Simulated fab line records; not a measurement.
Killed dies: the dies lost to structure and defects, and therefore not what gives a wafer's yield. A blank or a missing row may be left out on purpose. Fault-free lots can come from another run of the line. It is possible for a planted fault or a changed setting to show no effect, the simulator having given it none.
Matching of chambers || flow n5-finfet || N5_GATE_CUT_ETCH_58 on rie-diel-02: 4 sister chambers
The step etches SiNx in CH3F/O2, target depth 17 nm, time 128.6 s. 16 wafers are shown with their chamber, then 8 later ones without.

WAFERS, EACH WITH ITS CHAMBER
{"wafer": "L077.2", "chamber": 2, "throttle-valve-pct (%)": 16.34, "showerhead-plenum-p-Torr (Torr)": 2.06, "oes-product-au (a.u.)": 0.75}
{"wafer": "L077.3", "chamber": 3, "throttle-valve-pct (%)": 16.35, "showerhead-plenum-p-Torr (Torr)": 1.98, "oes-product-au (a.u.)": 0.69}
{"wafer": "L077.6", "chamber": 3, "throttle-valve-pct (%)": 16.35, "showerhead-plenum-p-Torr (Torr)": 1.98, "oes-product-au (a.u.)": 0.69}
{"wafer": "L079.3", "chamber": 3, "throttle-valve-pct (%)": 16.36, "showerhead-plenum-p-Torr (Torr)": 1.98, "oes-product-au (a.u.)": 0.67}
{"wafer": "L079.4", "chamber": 1, "throttle-valve-pct (%)": 15.99, "showerhead-plenum-p-Torr (Torr)": 1.92, "oes-product-au (a.u.)": 0.77}
{"wafer": "L079.6", "chamber": 1, "throttle-valve-pct (%)": 16.01, "showerhead-plenum-p-Torr (Torr)": 1.93, "oes-product-au (a.u.)": 0.77}
{"wafer": "L080.1", "chamber": 3, "throttle-valve-pct (%)": 16.36, "showerhead-plenum-p-Torr (Torr)": 1.98, "oes-product-au (a.u.)": 0.68}
{"wafer": "L080.4", "chamber": 1, "throttle-valve-pct (%)": 16.02, "showerhead-plenum-p-Torr (Torr)": 1.92, "oes-product-au (a.u.)": 0.78}
{"wafer": "L080.5", "chamber": 1, "throttle-valve-pct (%)": 16.02, "showerhead-plenum-p-Torr (Torr)": 1.92, "oes-product-au (a.u.)": 0.77}
{"wafer": "L082.1", "chamber": 3, "throttle-valve-pct (%)": 16.37, "showerhead-plenum-p-Torr (Torr)": 1.97, "oes-product-au (a.u.)": 0.67}
{"wafer": "L082.2", "chamber": 0, "throttle-valve-pct (%)": 16.86, "showerhead-plenum-p-Torr (Torr)": 1.91, "oes-product-au (a.u.)": 0.70}
{"wafer": "L082.3", "chamber": 1, "throttle-valve-pct (%)": 16.01, "showerhead-plenum-p-Torr (Torr)": 1.92, "oes-product-au (a.u.)": 0.78}
{"wafer": "L084.1", "chamber": 3, "throttle-valve-pct (%)": 16.36, "showerhead-plenum-p-Torr (Torr)": 1.97, "oes-product-au (a.u.)": 0.68}
{"wafer": "L084.3", "chamber": 0, "throttle-valve-pct (%)": 16.91, "showerhead-plenum-p-Torr (Torr)": 1.91, "oes-product-au (a.u.)": 0.70}
{"wafer": "L084.6", "chamber": 2, "throttle-valve-pct (%)": 16.36, "showerhead-plenum-p-Torr (Torr)": 2.06, "oes-product-au (a.u.)": 0.73}
{"wafer": "L086.1", "chamber": 0, "throttle-valve-pct (%)": 16.90, "showerhead-plenum-p-Torr (Torr)": 1.90, "oes-product-au (a.u.)": 0.70}

SIGNATURES, as means of the wafers listed above
{"reading": "throttle-valve-pct", "chamber 0": 16.8900, "chamber 1": 16.0100, "chamber 2": 16.3500, "chamber 3": 16.3583, "scatter within a chamber": 0.0144}
{"reading": "showerhead-plenum-p-Torr", "chamber 0": 1.9067, "chamber 1": 1.9220, "chamber 2": 2.0600, "chamber 3": 1.9767, "scatter within a chamber": 0.00483}
{"reading": "oes-product-au", "chamber 0": 0.7000, "chamber 1": 0.7740, "chamber 2": 0.7400, "chamber 3": 0.6800, "scatter within a chamber": 0.00775}
Rule: for each reading, subtract the chamber's mean from the wafer's reading, divide by that reading's scatter and square the result; add these up over the readings and take the root, which gives the wafer's distance from the chamber. The wafer belongs to the nearest chamber; if the next one is less than 2 further off, it can't be placed. The scatter: the root of (the sum of the squares of (reading less its chamber's mean) over the shown wafers, divided by (wafers less chambers)).

WAFERS WITH NO CHAMBER GIVEN
{"wafer": "L086.4", "throttle-valve-pct (%)": 16.38, "showerhead-plenum-p-Torr (Torr)": 1.97, "oes-product-au (a.u.)": 0.67}
{"wafer": "L086.5", "throttle-valve-pct (%)": 16.38, "showerhead-plenum-p-Torr (Torr)": 1.97, "oes-product-au (a.u.)": 0.67}
{"wafer": "L089.3", "throttle-valve-pct (%)": 16.39, "showerhead-plenum-p-Torr (Torr)": 1.97, "oes-product-au (a.u.)": 0.66}
{"wafer": "L089.4", "throttle-valve-pct (%)": 16.05, "showerhead-plenum-p-Torr (Torr)": 1.92, "oes-product-au (a.u.)": 0.76}
{"wafer": "L089.6", "throttle-valve-pct (%)": 16.37, "showerhead-plenum-p-Torr (Torr)": 2.06, "oes-product-au (a.u.)": 0.72}
{"wafer": "L096.1", "throttle-valve-pct (%)": 16.95, "showerhead-plenum-p-Torr (Torr)": 1.90, "oes-product-au (a.u.)": 0.68}
{"wafer": "L096.2", "throttle-valve-pct (%)": 16.40, "showerhead-plenum-p-Torr (Torr)": 2.05, "oes-product-au (a.u.)": 0.70}
{"wafer": "L096.3", "throttle-valve-pct (%)": 16.43, "showerhead-plenum-p-Torr (Torr)": 1.97, "oes-product-au (a.u.)": 0.66}

CHAMBER TAKEN BY EACH
{"wafer": "L086.4", "from the rows above": 3, "in truth": 3}
{"wafer": "L086.5", "from the rows above": 3, "in truth": 3}
{"wafer": "L089.3", "from the rows above": 3, "in truth": 3}
{"wafer": "L089.4", "from the rows above": 1, "in truth": 1}
{"wafer": "L089.6", "from the rows above": 2, "in truth": 2}
{"wafer": "L096.1", "from the rows above": 0, "in truth": 0}
{"wafer": "L096.2", "from the rows above": 2, "in truth": 2}
{"wafer": "L096.3", "from the rows above": 3, "in truth": 3}
Placed correctly: 8 of 8. From these rows, 0 cannot be placed. Number placed wrongly: 0.
